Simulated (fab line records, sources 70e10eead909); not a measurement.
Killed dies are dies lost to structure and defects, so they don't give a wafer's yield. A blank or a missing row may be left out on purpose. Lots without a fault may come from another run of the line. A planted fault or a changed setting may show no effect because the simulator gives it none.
Chamber matching | flow nand_harc | NHARC_A_SGD_CUT_ETCH_58 on rie_diel-08: 4 sister chambers
The step etches the open film in CF4, target depth 39 nm, time 65 s. 4 wafers are shown with their chamber, then 9 later ones without.

WAFERS WITH THEIR CHAMBER
wafer  | chamber | rf_vpp_V (V)
L090.4 | 3       | 150.1
L090.6 | 1       | 152.8
L089.3 | 2       | 151.6
L089.5 | 0       | 150.7

WAFERS WITHOUT THEIR CHAMBER
wafer  | rf_vpp_V (V)
L092.1 | 151.2
L092.3 | 149.9
L092.5 | 152.9
L093.4 | 150.6
L093.5 | 151.8
L093.6 | 152.3
L096.2 | 152.6
L096.5 | 150.8
L096.6 | 154.3

WHICH CHAMBER EACH WENT THROUGH
wafer  | from the rows above          | in truth
L092.1 | can't be placed: 2 or 0 or 3 | 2
L092.3 | can't be placed: 3 or 0      | 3
L092.5 | 1                            | 1
L093.4 | can't be placed: 0 or 3 or 2 | 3
L093.5 | can't be placed: 2 or 1 or 0 | 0
L093.6 | can't be placed: 1 or 2 or 0 | 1
L096.2 | can't be placed: 1 or 2      | 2
L096.5 | can't be placed: 0 or 3 or 2 | 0
L096.6 | 1                            | 1
Placed correctly: 2 of 9. Can't be placed from these rows: 7 (the true chamber is among the candidates in 7). Placed wrongly: 0.
How it was worked out, from the rows above alone: a wafer's distance from a chamber is the root of the sum, over the readings, of the square of ((its reading less the chamber's mean) divided by the reading's scatter). The wafer belongs to the nearest chamber; if the next one is less than 2 further off, it can't be placed. A chamber's mean is the mean of its shown wafers. The scatter: with one shown wafer a chamber, the root of the mean of the squares of how far each hidden wafer lies from its nearest shown one.
